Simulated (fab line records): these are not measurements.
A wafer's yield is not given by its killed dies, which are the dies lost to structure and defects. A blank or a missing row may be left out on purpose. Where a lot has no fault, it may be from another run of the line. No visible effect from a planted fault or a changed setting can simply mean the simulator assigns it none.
The tool behind it: which one? -- flow n5 finfet -- 8 lots with 24 wafers sampled at 7 steps, on a route of 1938 steps

== WHAT EACH GAUGE READ, for each wafer ==
N5_BEOL_M9_OCD_MEAS_38. Usual: trench depth nm 150.1 nm, standard deviation 2.7.
lot,measured,on,trench depth nm (nm),flag
L186,day 11 01:11,ocd-02,147.1 151.0 148.3,
L189,day 11 06:46,ocd-02,147.8 149.3 150.8,
L193,day 12 11:41,ocd-02,150.8 149.2 145.4,
L199,day 14 10:32,ocd-01,112.7 115.6 115.5,OFF
L205,day 15 11:56,ocd-01,152.3 150.3 151.4,
L204,day 15 11:59,ocd-02,149.1 150.1 153.4,
L203,day 15 12:01,ocd-01,112.6 112.3 110.4,OFF
L207,day 16 19:17,ocd-02,148.4 152.5 151.1,

N5_BEOL_M9_THK_MEAS_53: measures by xrf. Usual: M9_THK 141 nm, standard deviation 3.1.
lot,measured,on,M9_THK (nm),flag
L186,day 11 03:21,film metro-01,138 143 141,
L189,day 11 09:53,film metro-02,139 142 141,
L193,day 12 15:35,film metro-01,142 140 137,
L199,day 14 15:49,film metro-01,103 108 106,OFF
L205,day 15 14:20,film metro-02,143 140 138,
L204,day 15 14:22,film metro-01,138 138 141,
L203,day 15 15:04,film metro-02,101 101 97,OFF
L207,day 17 01:06,film metro-01,137 144 142,

N5_BEOL_M9_RS_MEAS_57: uses a four-point probe to measure. Usual: M9_RS 0.153 ohm/sq, standard deviation 0.0036.
lot,measured,on,M9_RS (ohm/sq),flag
L186,day 11 03:29,film metro-01,0.158 0.151 0.154,
L189,day 11 10:01,film metro-02,0.155 0.150 0.152,
L193,day 12 15:44,film metro-02,0.152 0.154 0.158,
L199,day 14 15:57,film metro-01,0.216 0.205 0.210,OFF
L205,day 15 14:28,film metro-01,0.150 0.154 0.157,
L204,day 15 14:29,film metro-02,0.156 0.155 0.153,
L203,day 15 15:12,film metro-02,0.221 0.220 0.231,OFF
L207,day 17 01:14,film metro-01,0.157 0.150 0.152,

== EACH LOT AND THE TOOL THAT RAN IT (in order: tool; ch and the chambers of the sampled wafers; start) ==
lot,N5_BEOL_M9_ETCH_76,N5_BEOL_M9_ETCH_65,N5_BEOL_M9_STRIP_36,N5_BEOL_M9_TRENCH_ETCH_37
L186,"rie diel-04 ch 0,1,2, day 11 00:46","rie diel-04 ch 0,1,2, day 11 00:47","rie diel-04 ch 0,1,2, day 11 00:58","rie diel-04 ch 0,1,2, day 11 01:01"
L189,"rie diel-04 ch 1,2,3, day 11 06:21","rie diel-04 ch 1,2,3, day 11 06:22","rie diel-04 ch 1,2,3, day 11 06:34","rie diel-04 ch 1,2,3, day 11 06:36"
L193,"rie diel-04 ch 1,2,3, day 12 11:16","rie diel-04 ch 1,2,3, day 12 11:17","rie diel-04 ch 1,2,3, day 12 11:28","rie diel-04 ch 1,2,3, day 12 11:31"
L199,"rie diel-04 ch 1,2, day 14 10:07","rie diel-04 ch 1,2, day 14 10:08","rie diel-04 ch 1,2, day 14 10:19","rie diel-04 ch 1,2, day 14 10:22"
L205,"rie diel-03 ch 0,1,3, day 15 11:32","rie diel-03 ch 0,1,3, day 15 11:33","rie diel-03 ch 0,1,3, day 15 11:45","rie diel-03 ch 0,1,3, day 15 11:47"
L204,"rie diel-02 ch 0,2, day 15 11:34","rie diel-02 ch 0,2, day 15 11:35","rie diel-02 ch 0,2, day 15 11:46","rie diel-02 ch 0,2, day 15 11:49"
L203,"rie diel-04 ch 0,1,2, day 15 11:36","rie diel-04 ch 0,1,2, day 15 11:37","rie diel-04 ch 0,1,2, day 15 11:49","rie diel-04 ch 0,1,2, day 15 11:51"
L207,"rie diel-02 ch 0,1,3, day 16 18:52","rie diel-02 ch 0,1,3, day 16 18:53","rie diel-02 ch 0,1,3, day 16 19:04","rie diel-02 ch 0,1,3, day 16 19:07"
- N5_BEOL_M9_ETCH_76: etches underlayer in N2/H2, target depth 6.5 nm, time 5.2 s.
- N5_BEOL_M9_ETCH_65: etches SiARC in CF4, target depth 15.6 nm, time 26 s.
- N5_BEOL_M9_STRIP_36: strips in N2/H2.
- N5_BEOL_M9_TRENCH_ETCH_37: etches SiCOH lowk in C4F6/O2, target depth 151.43 nm, time 49 s.

== AS READ BY THE TOOLS THEMSELVES (means over the sampled wafers that have a number; for cases with no such wafer, the mark the record gives instead) ==
N5_BEOL_M9_ETCH_76. Usual: bias w 150.0 W, standard deviation 0.43; drypump motor current A 5.8 A, standard deviation 0.58; etch rf on time s 5.21 s, standard deviation 0.094; h2 flow sccm 200.0 sccm, standard deviation 0.6; oes product au 0.66 a.u., standard deviation 0.072; rf vpp V 523.0 V, standard deviation 2.6; showerhead plenum p Torr 2.51 Torr, standard deviation 0.079; throttle valve pct 17.76 %, standard deviation 0.27.
lot,tool,bias w (W),drypump motor current A (A),etch rf on time s (s),h2 flow sccm (sccm),oes product au (a.u.),rf vpp V (V),showerhead plenum p Torr (Torr),throttle valve pct (%),flag
L186,rie diel-04,149.9,5.5,5.33,200.0,0.65,520.4,2.45,17.70,
L189,rie diel-04,150.3,5.6,5.25,200.3,0.64,522.4,2.50,17.67,
L193,rie diel-04,149.7,5.6,5.18,200.4,0.64,522.6,2.49,17.69,
L199,rie diel-04,150.3,5.3,5.17,200.0,0.66,520.5,2.47,17.63,
L205,rie diel-03,150.0,5.7,5.19,199.9,0.72,523.8,2.55,17.63,
L204,rie diel-02,149.9,5.4,5.18,200.9,0.77,526.4,2.60,17.98,
L203,rie diel-04,150.0,5.5,5.29,200.1,0.63,521.2,2.43,17.76,
L207,rie diel-02,149.8,6.3,5.18,200.3,0.74,524.7,2.55,17.80,

N5_BEOL_M9_ETCH_65. Usual: for bias w, 35.98 W with a standard deviation of 0.1; for drypump motor current A, 5.8 A with a standard deviation of 0.58; for etch rf on time s, 26.1 s with a standard deviation of 0.46; for oes product au, 0.67 a.u. with a standard deviation of 0.073; for rf vpp V, 183.8 V with a standard deviation of 1.1; for showerhead plenum p Torr, 2.12 Torr with a standard deviation of 0.065; for throttle valve pct, 15.50 % with a standard deviation of 0.26.
lot,tool,bias w (W),drypump motor current A (A),etch rf on time s (s),oes product au (a.u.),rf vpp V (V),showerhead plenum p Torr (Torr),throttle valve pct (%),flag
L186,rie diel-04,36.04,5.4,26.3,0.65,183.0,2.06,15.38,
L189,rie diel-04,36.00,5.6,26.1,0.64,184.3,2.11,15.40,
L193,rie diel-04,35.98,5.6,26.3,0.64,182.6,2.10,15.41,
L199,rie diel-04,35.96,5.2,26.5,0.65,183.2,2.08,15.30,
L205,rie diel-03,35.89,5.7,25.6,0.73,184.7,2.15,15.35,
L204,rie diel-02,35.94,5.4,25.5,0.77,185.2,2.20,15.74,
L203,rie diel-04,35.89,5.5,26.2,0.63,183.3,2.05,15.43,
L207,rie diel-02,36.09,6.3,25.7,0.75,184.7,2.15,15.53,

N5_BEOL_M9_STRIP_36. Usual: drypump motor current A 5.8 A, standard deviation 0.58; h2 flow sccm 200.0 sccm, standard deviation 0.63; oes product au 0.78 a.u., standard deviation 0.085; rf vpp V 59.2 V, standard deviation 1.5; showerhead plenum p Torr 2.51 Torr, standard deviation 0.079; throttle valve pct 23.56 %, standard deviation 0.29.
lot,tool,drypump motor current A (A),h2 flow sccm (sccm),oes product au (a.u.),rf vpp V (V),showerhead plenum p Torr (Torr),throttle valve pct (%),flag
L186,rie diel-04,5.5,199.6,0.76,60.2,2.44,23.53,
L189,rie diel-04,5.6,199.9,0.75,58.7,2.49,23.48,
L193,rie diel-04,5.6,200.7,0.75,59.9,2.49,23.48,
L199,rie diel-04,5.3,200.3,0.76,57.8,2.47,23.48,
L205,rie diel-03,5.8,199.8,0.85,59.5,2.54,23.49,
L204,rie diel-02,5.3,200.0,0.90,59.4,2.60,23.87,
L203,rie diel-04,5.4,199.5,0.72,60.7,2.43,23.57,
L207,rie diel-02,6.3,200.1,0.87,59.1,2.55,23.62,

N5_BEOL_M9_TRENCH_ETCH_37. Usual: bias w 185.0 W, standard deviation 0.51; drypump motor current A 5.8 A, standard deviation 0.58; oes product au 0.78 a.u., standard deviation 0.086; rf vpp V 667 V, standard deviation 12; showerhead plenum p Torr 2.82 Torr, standard deviation 0.088; throttle valve pct 20.80 %, standard deviation 0.26.
lot,tool,bias w (W),drypump motor current A (A),oes product au (a.u.),rf vpp V (V),showerhead plenum p Torr (Torr),throttle valve pct (%),flag
L186,rie diel-04,185.2,5.5,0.76,664,2.73,20.64,
L189,rie diel-04,184.9,5.6,0.75,671,2.80,20.67,
L193,rie diel-04,185.6,5.6,0.74,672,2.80,20.68,
L199,rie diel-04,71.0,5.3,0.65,314,2.76,20.50,OFF
L205,rie diel-03,185.4,5.7,0.84,671,2.85,20.71,
L204,rie diel-02,185.0,5.4,0.89,650,2.91,21.11,
L203,rie diel-04,71.3,5.5,0.62,308,2.72,20.63,OFF
L207,rie diel-02,185.2,6.3,0.87,662,2.86,20.88,

== THE ANSWER, worked out from the rows above alone ==
Rule: a lot is off if the mean of its wafers that have a number lies more than 3 standard deviations from the usual mean. Also off: a lot with no number at a reading for which 4 or more lots have one. Any other lot the step has rows for is counted as sound. After the gauges, taken in route order, come the tools' own readings; for these a lot's mean is taken, as printed above. At the first step where some lot is off, the reading lying furthest off is the one used; lots without a number count as furthest.
Off, at N5_BEOL_M9_OCD_MEAS_38 on trench depth nm: L199, L203.
A tool fits if, at a process step before that reading, it ran every lot that is off, and no sound lot after the first of them. The gauges at N5_BEOL_M9_OCD_MEAS_38 aren't tried: what is off there is off at N5_BEOL_M9_THK_MEAS_53 too, on other tools, and a gauge's error can't cause that. One fits: N5_BEOL_M9_ETCH_76 and N5_BEOL_M9_ETCH_65 and N5_BEOL_M9_STRIP_36 and N5_BEOL_M9_TRENCH_ETCH_37 on rie diel-04. At N5_BEOL_M9_ETCH_76 its last sound lot is L193 (day 12 11:16), its first lot that is off L199 (day 14 10:07): a fault that began between those two fits.

== WHAT WAS PUT IN BY THE SIMULATOR ==
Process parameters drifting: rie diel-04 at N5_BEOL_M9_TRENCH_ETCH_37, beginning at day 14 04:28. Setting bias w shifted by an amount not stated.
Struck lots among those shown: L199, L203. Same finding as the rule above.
